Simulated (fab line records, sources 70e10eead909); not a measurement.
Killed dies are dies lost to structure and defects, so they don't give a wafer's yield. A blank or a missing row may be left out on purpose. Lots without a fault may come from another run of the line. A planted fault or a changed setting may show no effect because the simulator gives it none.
A struck lot beside a sound one | flow nand_harc | 14 steps out of a route of 1159
Sound: wafers L884.3, L884.5, L884.6. Struck: wafer L892.3. (L892.4 of the same lot was not struck and is left out.) The cause comes at the end.
At each step with rows: each side's tool, then ch and its chambers, then its first start. Under that, the readings that differ: sound wafers | struck wafers | difference of the means | sigmas: that difference in standard deviations of wafers without a fault.
alike: readings whose means differ by less than 2 such deviations, and words and numbers that are the same on both sides. not compared: withheld readings, readings that some wafer has no value for, bounds like >300 that may hide the same value, and numbers for which the record gives no deviation and whose values overlap.
The two part at a step that has a row with sigmas, a row that says differs or no value, or rows on one side only. Numbers that don't overlap but have no deviation are shown without sigmas and don't part them. A reading that every wafer of one side lacks parts them only if that side has two wafers or more.

NHARC_A_SOURCE_PLATE_THK_MEAS_06: measures by ellipsometry.
  sound on film_metro-01, day 9 11:40; struck on film_metro-01, day 11 20:05
  alike: thk_nm
NHARC_A_SOURCE_PLATE_INSPECT_08:
  sound on defect_inspect-01, day 9 11:44; struck on defect_inspect-02, day 11 20:11
  alike: raw_defect_count
then, 1 step without rows for these wafers: NHARC_A_ONON_D1_DEP_00 (target thk 1000 nm).
NHARC_A_ONON_D1_THK_MEAS_02: measures by ellipsometry.
  sound on film_metro-02, day 9 12:19; struck on film_metro-01, day 11 20:45
  alike: thk_nm
then, 1 step without rows for these wafers: NHARC_A_ONON_D1_DEP_03 (target thk 1000 nm).
NHARC_A_ONON_D1_THK_MEAS_05: measures by ellipsometry.
  sound on film_metro-02, day 9 12:52; struck on film_metro-01, day 11 21:19
  alike: thk_nm
then, 1 step without rows for these wafers: NHARC_A_ONON_D1_DEP_06 (target thk 1000 nm).
NHARC_A_ONON_D1_THK_MEAS_08: measures by ellipsometry.
  sound on film_metro-02, day 9 13:26; struck on film_metro-01, day 11 21:53
  alike: thk_nm
then, 1 step without rows for these wafers: NHARC_A_ONON_D1_DEP_09 (target thk 1000 nm).
NHARC_A_ONON_D1_THK_MEAS_11: measures by ellipsometry.
  sound on film_metro-02, day 9 14:02; struck on film_metro-02, day 11 22:46
  alike: thk_nm
NHARC_A_ONON_D1_DEP_12: target thk 1000 nm.
  sound on pecvd_onon-02 ch 0, day 9 14:12; struck on pecvd_onon-02 ch 0, day 11 22:56
NHARC_A_ONON_D1_THK_MEAS_14: measures by ellipsometry.
  sound on film_metro-01, day 9 14:36; struck on film_metro-01, day 11 23:22
  reading     | sound        | struck | difference | sigmas
  thk_nm (nm) | 997 1001 999 | 526    | -473       | -52
then, 1 step without rows for these wafers: NHARC_A_ONON_D1_ANNEAL_15 (time 3600 s).
NHARC_END_SORT_01:
  the record has rows for the sound wafers here (prober-02 ch 0, day 21 16:59) and none for the struck ones

WHERE THEY PART
First at NHARC_A_ONON_D1_THK_MEAS_14; last, within this record, at NHARC_END_SORT_01.

WHY: what the simulator had put in
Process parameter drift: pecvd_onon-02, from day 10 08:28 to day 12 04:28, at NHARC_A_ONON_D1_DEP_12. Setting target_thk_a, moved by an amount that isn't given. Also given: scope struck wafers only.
